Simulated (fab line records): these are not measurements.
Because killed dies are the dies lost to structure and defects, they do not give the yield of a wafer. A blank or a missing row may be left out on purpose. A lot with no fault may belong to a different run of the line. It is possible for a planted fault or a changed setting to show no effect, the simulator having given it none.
The tool behind it: which one? :: flow nandHarc :: 6 lots with 18 wafers sampled at 2 steps, on a route of 1159 steps

== WHAT THE GAUGES READ, wafer by wafer ==
NHARC_P_ZERO_WELL_CD_MEAS_37: the cd target is 720 nm.
lot: L760
measured: day 1 22:15
on: cdSem-03
cdNm (nm): 720.1 720.0 718.4

lot: L762
measured: day 2 10:16
on: cdSem-03
cdNm (nm): 719.6 718.4 719.0

lot: L764
measured: day 2 22:08
on: cdSem-02
cdNm (nm): 721.9 722.9 720.5

lot: L774
measured: day 5 10:10
on: cdSem-01
cdNm (nm): 720.2 720.8 721.6

lot: L778
measured: day 6 10:05
on: cdSem-03
cdNm (nm): 719.9 720.7 720.9

lot: L780
measured: day 6 22:25
on: cdSem-03
cdNm (nm): 722.1 719.5 721.8

== WHICH TOOL RAN EACH LOT (tool, then ch and the chambers of the sampled wafers, then the start) ==
lot: L760
NHARC_P_ZERO_WELL_EXPOSE_34: krfScanner-01 ch 0, day 1 22:05

lot: L762
NHARC_P_ZERO_WELL_EXPOSE_34: krfScanner-02 ch 0, day 2 10:07

lot: L764
NHARC_P_ZERO_WELL_EXPOSE_34: krfScanner-02 ch 0, day 2 21:59

lot: L774
NHARC_P_ZERO_WELL_EXPOSE_34: krfScanner-02 ch 0, day 5 10:01

lot: L778
NHARC_P_ZERO_WELL_EXPOSE_34: krfScanner-02 ch 0, day 6 09:56

lot: L780
NHARC_P_ZERO_WELL_EXPOSE_34: krfScanner-03 ch 0, day 6 22:15
- NHARC_P_ZERO_WELL_EXPOSE_34: exposes mask P PWELL, target cd 720 nm.

== THE ANSWER, worked out from the rows above alone ==
Rule: the lots themselves supply what counts as usual. Put in order of their means at a reading, lots are off if they are a third of the lots or fewer, leave a main group of 4 or more, and stand apart from it by a gap of 3 or more times the standard deviation of the main group's means; of several such gaps the widest counts. The tables above print the reading to a certain number of digits; a main group whose means all agree to those digits is not used. A lot without any number at a reading at which 4 lots or more have one is off too. Where the step has rows for the other lots, those lots are counted as sound.
No lot is off on any of the readings shown, so nothing can be concluded from this.

== WHAT THE SIMULATOR PUT IN ==
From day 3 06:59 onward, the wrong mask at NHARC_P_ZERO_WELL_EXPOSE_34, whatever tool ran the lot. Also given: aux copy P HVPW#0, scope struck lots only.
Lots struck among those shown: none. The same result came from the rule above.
